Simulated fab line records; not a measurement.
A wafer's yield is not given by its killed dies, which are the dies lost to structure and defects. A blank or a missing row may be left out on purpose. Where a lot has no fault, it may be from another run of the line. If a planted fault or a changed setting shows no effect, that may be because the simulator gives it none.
Comparing a struck lot with a sound one    flow nand harc    15 steps out of a route of 1302
Sound: these wafers, L528.1, L528.4, L528.6. Struck: wafers L536.1, L536.2, L536.6. The cause is named last.
Per side, at each step with rows, come the tool, then ch with its chambers, and then its first start. Under that, the readings that differ: sound wafers    struck wafers    difference of the means    sigmas: that difference in standard deviations of wafers without a fault.
alike: readings whose means differ by less than 2 such deviations, and words and numbers that are the same on both sides. not compared: withheld readings, readings that some wafer has no value for, bounds like >300 that may hide the same value, and numbers for which the record gives no deviation and whose values overlap.
A row with sigmas, a row that says differs or no value, or rows on one side alone: a step with any of these is where the two part. Numbers that don't overlap but have no deviation are shown without sigmas and don't part them. Lack of a reading on every wafer of one side parts them only where that side has two or more wafers.

NHARC_P_CONTACT_ETCH_35: etches the open film in CF4, target depth 39 nm, time 65 s.
  sound on rie diel-13 ch 0,2,3, day 7 03:43; struck on rie diel-06 ch 0,1,3, day 10 20:04
  alike: drypump motor current A, oes product au, rf vpp V, showerhead plenum p Torr, throttle valve pct
  not compared: rf hours counter h
NHARC_P_CONTACT_ETCH_36: etches the open film in N2/H2, target depth 260 nm, time 406.25 s.
  sound on rie diel-13 ch 0,1,2; struck on rie diel-06 ch 0,1,3
  alike: drypump motor current A, oes product au, rf vpp V, showerhead plenum p Torr, throttle valve pct
  not compared: rf hours counter h
NHARC_P_CONTACT_ETCH_18: etches the open film in C4F8/O2/Ar, target depth 481 nm, time 240.5 s.
  sound on rie diel-13 ch 0,1; struck on rie diel-06 ch 0,2,3
  alike: oes product au, rf vpp V
  not compared: rf hours counter h
then, 2 steps without rows for these wafers: NHARC_P_CONTACT_STRIP_37 (strips in C4F8/O2/Ar); NHARC_P_CONTACT_ETCH_31 (etches the open film in CH3F/O2, target depth 30 nm, time 85.7 s).
NHARC_P_CONTACT_CD_MEAS_19:
  sound on cd sem-01, day 7 04:30; struck on cd sem-03, day 10 21:20
  alike: cd nm
then, 4 steps without rows for these wafers: NHARC_P_CONTACT_STRIP_28 (strips in O2); NHARC_P_CONTACT_STRIP_29 (strips in post etch residue remover, time 1200 s); NHARC_P_CONTACT_DEGAS_38 (time 60 s); NHARC_P_CONTACT_PRE_CLEAN_39 (time 19.5 s).
NHARC_P_CONTACT_PVD_32: deposits Ti, target thk 5 nm, time 17.7 s.
  sound on pvd sputter-01; struck on pvd sputter-02
  alike: throttle valve pct
NHARC_P_CONTACT_ALD_22: deposits TiN, target thk 3 nm, pulse time 1 s, ald cycles 150.
  sound on ald metal-02 ch 0,1,3, day 7 05:30; struck on ald metal-03 ch 1,3, day 10 22:19
  alike: heater power w, precursor pulse height rel
NHARC_P_CONTACT_CVD_23: deposits W, target thk 200 nm, time 557 s.
  sound on cvd w-02 ch 0,1, day 7 05:40; struck on cvd w-01 ch 0,1, day 10 23:18
  alike: heater power w, throttle valve pct
NHARC_P_CONTACT_CMP_24: polishes, t overpolish 30 s, target thk 200 nm.
  sound on cmp-02 ch 2,3, day 7 06:19; struck on cmp-04 ch 0,1,2, day 11 00:14
reading                 sound           struck          difference  sigmas
time to endpoint s (s)  45.2 42.0 44.4  84.3 84.4 77.5  +38.2       +13
  alike: motor current A, overpolish run s, retaining ring pressure frac
after that, 1 step had no rows for these wafers: NHARC_END_SORT_01.

== WHERE THEY PART ==
NHARC_P_CONTACT_CMP_24 only, going by this record.

WHY: what the simulator had put in
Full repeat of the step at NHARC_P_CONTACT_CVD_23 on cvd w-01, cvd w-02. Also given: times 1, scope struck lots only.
